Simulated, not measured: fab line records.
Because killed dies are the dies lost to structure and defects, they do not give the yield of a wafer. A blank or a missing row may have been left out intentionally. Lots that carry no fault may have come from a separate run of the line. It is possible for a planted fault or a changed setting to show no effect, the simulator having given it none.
Chamber matching || flow n5 finfet || 3 sister chambers for N5_BEOL_M15_ILD_DEP_00 on pecvd-01
The step deposits SiO2 from TEOS/O2, target thk 1629.3 nm, time 346.1 s. 14 wafers are shown with their chamber, then 6 later ones without.

== WAFERS PAIRED WITH THEIR CHAMBERS ==
{"wafer": "L681.2", "chamber": 1, "throttle valve pct (%)": 19.2, "showerhead plenum p Torr (Torr)": 8.315, "heater power w (W)": 823}
{"wafer": "L681.4", "chamber": 2, "throttle valve pct (%)": 17.7, "showerhead plenum p Torr (Torr)": 8.309, "heater power w (W)": 800}
{"wafer": "L681.6", "chamber": 0, "throttle valve pct (%)": 19.2, "showerhead plenum p Torr (Torr)": 8.343, "heater power w (W)": 727}
{"wafer": "L684.1", "chamber": 1, "throttle valve pct (%)": 19.2, "showerhead plenum p Torr (Torr)": 8.297, "heater power w (W)": 691}
{"wafer": "L684.2", "chamber": 0, "throttle valve pct (%)": 19.1, "showerhead plenum p Torr (Torr)": 8.361, "heater power w (W)": 674}
{"wafer": "L684.5", "chamber": 0, "throttle valve pct (%)": 18.9, "showerhead plenum p Torr (Torr)": 8.356, "heater power w (W)": 564}
{"wafer": "L695.1", "chamber": 2, "throttle valve pct (%)": 17.6, "showerhead plenum p Torr (Torr)": 8.304, "heater power w (W)": 865}
{"wafer": "L695.2", "chamber": 1, "throttle valve pct (%)": 19.2, "showerhead plenum p Torr (Torr)": 8.303, "heater power w (W)": 790}
{"wafer": "L695.6", "chamber": 2, "throttle valve pct (%)": 18.0, "showerhead plenum p Torr (Torr)": 8.320, "heater power w (W)": 676}
{"wafer": "L693.1", "chamber": 1, "throttle valve pct (%)": 19.0, "showerhead plenum p Torr (Torr)": 8.312, "heater power w (W)": 819}
{"wafer": "L693.2", "chamber": 0, "throttle valve pct (%)": 19.1, "showerhead plenum p Torr (Torr)": 8.366, "heater power w (W)": 712}
{"wafer": "L693.5", "chamber": 0, "throttle valve pct (%)": 19.3, "showerhead plenum p Torr (Torr)": 8.344, "heater power w (W)": 554}
{"wafer": "L696.1", "chamber": 0, "throttle valve pct (%)": 19.1, "showerhead plenum p Torr (Torr)": 8.362, "heater power w (W)": 750}
{"wafer": "L696.4", "chamber": 1, "throttle valve pct (%)": 19.2, "showerhead plenum p Torr (Torr)": 8.277, "heater power w (W)": 638}

SIGNATURES (means of the wafers above)
{"reading": "throttle valve pct", "chamber 0": 19.117, "chamber 1": 19.160, "chamber 2": 17.767, "scatter within a chamber": 0.137}
{"reading": "showerhead plenum p Torr", "chamber 0": 8.35533, "chamber 1": 8.30080, "chamber 2": 8.31100, "scatter within a chamber": 0.0117}
{"reading": "heater power w", "chamber 0": 663.50, "chamber 1": 752.20, "chamber 2": 780.33, "scatter within a chamber": 86.3}
Rule: a wafer lies at a distance from a chamber equal to the root of the sum of squares, over the readings, of (its reading less the chamber's mean, divided by the reading's scatter). The wafer belongs to the nearest chamber; if the next one is less than 2 further off, it can't be placed. The scatter: the root of (the sum of the squares of (reading less its chamber's mean) over the shown wafers, divided by (wafers less chambers)).

== WAFERS WITHOUT THEIR CHAMBER ==
{"wafer": "L696.5", "throttle valve pct (%)": 17.9, "showerhead plenum p Torr (Torr)": 8.330, "heater power w (W)": 655}
{"wafer": "L698.2", "throttle valve pct (%)": 17.7, "showerhead plenum p Torr (Torr)": 8.332, "heater power w (W)": 789}
{"wafer": "L698.6", "throttle valve pct (%)": 19.1, "showerhead plenum p Torr (Torr)": 8.342, "heater power w (W)": 741}
{"wafer": "L702.3", "throttle valve pct (%)": 18.9, "showerhead plenum p Torr (Torr)": 8.363, "heater power w (W)": 700}
{"wafer": "L702.4", "throttle valve pct (%)": 17.7, "showerhead plenum p Torr (Torr)": 8.331, "heater power w (W)": 660}
{"wafer": "L702.5", "throttle valve pct (%)": 19.4, "showerhead plenum p Torr (Torr)": 8.380, "heater power w (W)": 580}

== CHAMBER TAKEN BY EACH ==
{"wafer": "L696.5", "from the rows above": 2, "in truth": 2}
{"wafer": "L698.2", "from the rows above": 2, "in truth": 2}
{"wafer": "L698.6", "from the rows above": 0, "in truth": 0}
{"wafer": "L702.3", "from the rows above": 0, "in truth": 0}
{"wafer": "L702.4", "from the rows above": 2, "in truth": 2}
{"wafer": "L702.5", "from the rows above": 0, "in truth": 0}
Placed correctly: 6 of 6. Can't be placed from these rows: 0. 0 placed wrongly.
